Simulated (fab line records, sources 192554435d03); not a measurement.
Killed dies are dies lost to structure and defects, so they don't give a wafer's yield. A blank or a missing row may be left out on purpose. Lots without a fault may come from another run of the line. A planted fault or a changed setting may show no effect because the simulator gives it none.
Problem report in the 8D (eight disciplines) form, filled by code | flow n5_finfet | the parts of the form that need people (team, actions taken, sign-off) are left out

1. THE PROBLEM
spin_speed_rpm at N5_BEOL_M15_COAT_56 reads a mean of 1286.6 rpm on 6 wafers of 2 lots; wafers without a fault read 1500.2 rpm with a standard deviation of 1. That is -99 or more standard deviations from the usual mean.
The step: time 60 s, resist thk 550 nm.
First seen on wafer L624.3, day 14 23:17, on litho_track-04. The record holds 18 wafers of 6 lots with a number at this step. Rule for "out", or "out of limits": more than 4 standard deviations from the usual mean. The other wafers with a number count as sound.

2. WHAT IT IS AND WHAT IT IS NOT
question                    | is                     | is not
which readings at this step | spin_speed_rpm         | dispense_pressure_kPa, heater_power_total_W
which lots                  | L624, L626             | L615, L616, L627, L630
which wafers of those lots  | all that have a number | -
read on which tools         | litho_track-04         | litho_track-02, litho_track-03
when                        | from day 14 23:17      | up to then (6 sound wafers); but 6 sound wafers of L627, L630 came after

3. SUSPECTS, AND WHAT RULES EACH OUT
Counting: a tool at a process step up to the reading stays a suspect if it ran every lot that is out and no sound lot after the first of them.
- rie_diel-01 at N5_BEOL_M15_DESCUM_15 (chemistry O2, time 7.9 s): ruled out as a lasting fault. Sound lots L630 ran on it after its first lot that is out, L624 (day 14 22:44).
- rie_diel-01 at N5_BEOL_M15_VIA_ETCH_16 (etches SiO2 in C4F8/O2/Ar, target depth 1792.2 nm): ruled out as a lasting fault. Sound lots L630 ran on it after its first lot that is out, L624 (day 14 22:49).
- rie_diel-01 at N5_BEOL_M15_STRIP_63 (strips in O2): ruled out as a lasting fault. Sound lots L630 ran on it after its first lot that is out, L624 (day 14 23:14). N5_BEOL_M15_STRIP_63 gives no start for some lots, so the hours and the order of its lots are those of N5_BEOL_M15_CD_MEAS_17.
- rie_diel-01 at N5_BEOL_M15_STRIP_64 (strips in O2): ruled out as a lasting fault. Sound lots L630 ran on it after its first lot that is out, L624 (day 14 23:14). N5_BEOL_M15_STRIP_64 gives no start for some lots, so the hours and the order of its lots are those of N5_BEOL_M15_CD_MEAS_17.
- litho_track-04 at N5_BEOL_M15_COAT_56 (time 60 s, resist thk 550 nm): kept. It ran every lot that is out, first L624 (day 14 23:17), and no sound lot after that; its last sound lot up to then is L615 (day 12 06:22). Its own readings are out on those wafers: spin_speed_rpm.
Left after counting: litho_track-04 at N5_BEOL_M15_COAT_56.

4. THE CAUSE (what the simulator had put in)
Process parameter drift: litho_track-04, from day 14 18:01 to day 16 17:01, at N5_BEOL_M15_COAT_56. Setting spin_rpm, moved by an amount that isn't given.
Counting left only this tool.

5. THE CHAIN OF EFFECTS, in route order
Each row: a reading whose mean over the struck wafers that have a number lies more than 3 standard deviations from the usual. Only readings for which the record gives a usual standard deviation are gone through. hours: the time from each lot's start at the first step in this table that gives one to its start at this step, as a median over the lots. sigmas: the change in usual standard deviations.
hours | step                | reading        | usual      | on struck wafers | change | sigmas
0     | N5_BEOL_M15_COAT_56 | spin_speed_rpm | 1500.2 rpm | 1286.6           | -213.6 | -99 or more
The process steps in it:
- N5_BEOL_M15_COAT_56: time 60 s, resist thk 550 nm.

6. WHAT WOULD HAVE CAUGHT IT SOONER
In this record the first reading out of limits was taken at day 14 23:17, 5 hours after the fault began at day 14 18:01.
